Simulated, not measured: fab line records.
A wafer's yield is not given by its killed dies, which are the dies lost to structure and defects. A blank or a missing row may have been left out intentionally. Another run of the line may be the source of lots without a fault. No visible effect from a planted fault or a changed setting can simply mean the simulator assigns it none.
fab line records    flow nand-harc
record: lots: 6  wafers: 18  last-day: 25
route steps=1159 shown A_BLC@990 A_M0@994
lots with no fault: from the same line, run without faults
start-h: start of the lot's first displayed wafer, in hours after the record's first day    wait-h: hours since the lot's step before    " identical to the entry in the row above    L1.1+2: a row that stands for several wafers    - value missing, or start not given    * or withheld: withheld    < > ~ a bound
route shown NAME@n: a module of which the file shows steps, and the number in the route of the first    usual: mean and standard deviation over wafers with no fault    same: alike in all rows    chamber/n: place in a boat    sites: the reading at each site    _std_site: standard deviation across them    _edge_site: outer sites' mean less inner sites'    radius-mm: for every site, how far away it sits from the centre of the wafer    mask NAME#n: copy n    behind: tool/chamber where the wafer was last shaped    hold: the reason the lot was held/the length of the hold in hours/how it ended    device: names the non-switching transistor (n, p or np)    end of line: the route-end tests of the same wafers    a step given without rows: its recipe and nothing more    killed: dies lost to structure and defects at the first sort, not the wafer's yield    map: dies across one wafer; x = killed, . = not, _ = none there
set.NAME: setting as actually run; set.NAME@STEP: the setting as run at that earlier step    model.NAME: the simulator's own value behind a step, which no gauge read
certain route steps with their lots: each step a table, each wafer a row
services: from which hour (start-h, from the record's first day; less than 0 if before it) a tool's chamber was out of use, for how many hours, and why
== steps ==
step: NHARC_A_BLC_CMP_25
recipe: t-overpolish-s: 30  target-thk-nm: 150
usual: motor-current-A: 11.8/1.4  overpolish-run-s: 30.001/0.0095  slurry-flow-ml-min: 150.0/0.5  time-to-endpoint-s: 30.0/2.4
lot.wafer  tool    chamber  start-h  wait-h  motor-current-A  overpolish-run-s  slurry-flow-ml-min  time-to-endpoint-s
L440.1     cmp-04  3        429.27   0.4     11.2             29.994            150.1               28.3
L440.2     "       1        "        "       8.8              29.990            149.7               26.3
L440.6     "       3        "        "       11.9             29.996            149.6               28.1
L438.1     cmp-02  2        435.23   0.5     14.2             29.993            150.1               33.7
L438.2     "       3        "        "       11.8             29.997            149.6               30.7
L438.5     "       0        "        "       9.7              30.001            149.8               32.7
L446.3     cmp-02  2        473.72   0.3     14.4             29.989            149.2               33.6
L446.5     "       1        "        "       12.3             29.991            151.1               29.1
L446.6     "       2        "        "       14.2             29.999            150.0               32.2
L450.4     cmp-01  2        488.65   0.2     10.1             29.992            149.4               32.7
L450.2     "       0        "        "       14.3             29.992            150.0               31.1
L450.5     "       2        "        "       10.8             30.018            150.0               32.1
L454.1     cmp-01  3        503.88   0.5     12.0             30.004            149.7               31.0
L454.5     "       1        "        "       11.9             29.997            149.9               30.8
L454.6     "       2        "        "       10.6             29.997            150.4               33.5
L456.4     cmp-02  1        540.49   0.3     12.0             30.005            150.7               23.9
L456.2     "       2        "        "       14.4             30.005            149.2               30.4
L456.6     "       1        "        "       11.5             29.997            149.8               23.3
step: NHARC_A_BLC_SRD_27
step: NHARC_A_BLC_INSPECT_28
usual: raw-defect-count: 438/110
lot.wafer  tool               chamber  start-h  wait-h  raw-defect-count
L440.1     defect-inspect-01  -        429.65   0.1     608
L440.2     "                  -        "        "       458
L440.6     "                  -        "        "       376
L438.1     defect-inspect-02  -        435.59   0.1     278
L438.2     "                  -        "        "       438
L438.5     "                  -        "        "       379
L446.3     defect-inspect-01  -        474.10   0.1     394
L446.5     "                  -        "        "       674
L446.6     "                  -        "        "       542
L450.2     defect-inspect-02  -        489.05   0.1     340
L450.4     "                  -        "        "       512
L450.5     "                  -        "        "       371
L454.1     defect-inspect-02  -        504.24   0.1     367
L454.5     "                  -        "        "       763
L454.6     "                  -        "        "       509
L456.2     defect-inspect-02  -        540.86   0.1     629
L456.4     "                  -        "        "       648
L456.6     "                  -        "        "       682
step: NHARC_A_M0_DEP_00
recipe: target-thk-a: 1500  target-thk-nm: 150  temp-c: withheld  pressure-torr: 5  flow-sccm: 200  rf-w: 600  material: SiOC
step: NHARC_A_M0_DEHYDRATE_01
recipe: temp-c: 150  time-s: 120
step: NHARC_A_M0_HMDS_02
recipe: time-s: 30
step: NHARC_A_M0_COAT_33
recipe: temp-c: 200  time-s: 65
step: NHARC_A_M0_COAT_03
recipe: spin-rpm: 1500  resist-thk-nm: 90
step: NHARC_A_M0_SOFTBAKE_04
recipe: temp-c: 105  time-s: 55
step: NHARC_A_M0_EBR_05
step: NHARC_A_M0_EXPOSE_06
recipe: na: 1.35  target-cd-nm: 80  dose-mj: 83.25  mask-id: A_M0
step: NHARC_A_M0_PEB_07
recipe: peb-temp-c: 100  peb-time-s: 65
usual: heater-power-total-W: 156.6/0.4
lot.wafer  tool            chamber  start-h  wait-h  heater-power-total-W
L440.1     litho-track-06  0        430.56   0.1     156.7
L440.2     "               0        "        "       157.2
L440.6     "               0        "        "       157.1
L438.1     litho-track-01  0        436.29   0.1     157.1
L438.2     "               0        "        "       156.1
L438.5     "               0        "        "       157.2
L446.3     litho-track-01  0        475.19   0.0     168.3
L446.5     "               0        "        "       167.9
L446.6     "               0        "        "       168.4
L450.2     litho-track-01  0        489.87   0.1     169.3
L450.4     "               0        "        "       168.8
L450.5     "               0        "        "       169.3
L454.1     litho-track-06  0        505.06   0.1     156.5
L454.5     "               0        "        "       156.4
L454.6     "               0        "        "       157.0
L456.2     litho-track-06  0        541.66   0.1     156.0
L456.4     "               0        "        "       156.5
L456.6     "               0        "        "       157.2
step: NHARC_A_M0_DEVELOP_08
recipe: develop-time-s: 35  dev-temp-c: 23
== services ==
tool            chamber  start-h  hours  kind
cmp-02          -        422.56   4.0    pm
cmp-02          -        426.56   -      consumable-replace:conditioner
cmp-02          -        426.56   -      consumable-replace:pad
cmp-04          -        431.21   12.0   repair
litho-track-01  -        443.00   7.0    pm
litho-track-06  -        445.57   -      consumable-replace:filter
cmp-01          -        453.25   4.0    repair
litho-track-06  -        467.00   7.0    pm
cmp-01          -        468.75   3.8    repair
cmp-01          -        473.50   4.0    pm
cmp-01          -        477.50   -      consumable-replace:conditioner
cmp-01          -        477.50   -      consumable-replace:pad
cmp-04          -        484.82   4.7    repair
cmp-04          -        497.16   4.0    pm
cmp-04          -        501.16   -      consumable-replace:conditioner
cmp-04          -        501.16   -      consumable-replace:pad
cmp-02          -        520.56   4.0    pm
cmp-02          -        524.56   -      consumable-replace:conditioner
cmp-02          -        524.56   -      consumable-replace:pad
cmp-02          -        533.06   2.5    repair
cmp-01          -        536.41   0.5    repair
== key ==
first-sign: step: NHARC_A_M0_PEB_07  reading: heater-power-total-W  direction: up  sigmas: 30  usual: *  struck: *
effect none on later readings
met-at NHARC_A_M0_PEB_07
struck-wafers L446.3,L446.5,L446.6,L450.2,L450.4,L450.5
sort-left-out L446.3,L446.5,L446.6,L450.2,L450.4,L450.5
loop-trim: step: NHARC_A_M0_EXPOSE_06  setting: dose  lots: L450
onset-between 436.29 475.19
fault: kind: process-parameter-drift  tool: litho-track-01  chamber: -  onset-h: 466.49  steps: NHARC_A_M0_PEB_07  channel: peb-time-s  offset: *  shape: step  end-h: 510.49  acts-in: *  stated: *
sort-left-out: the simulated sort isn't trusted on such a fault, so these wafers' sort isn't shown, and their yield isn't known
loop-trim: a control loop set the setting to another value than it would have without faults
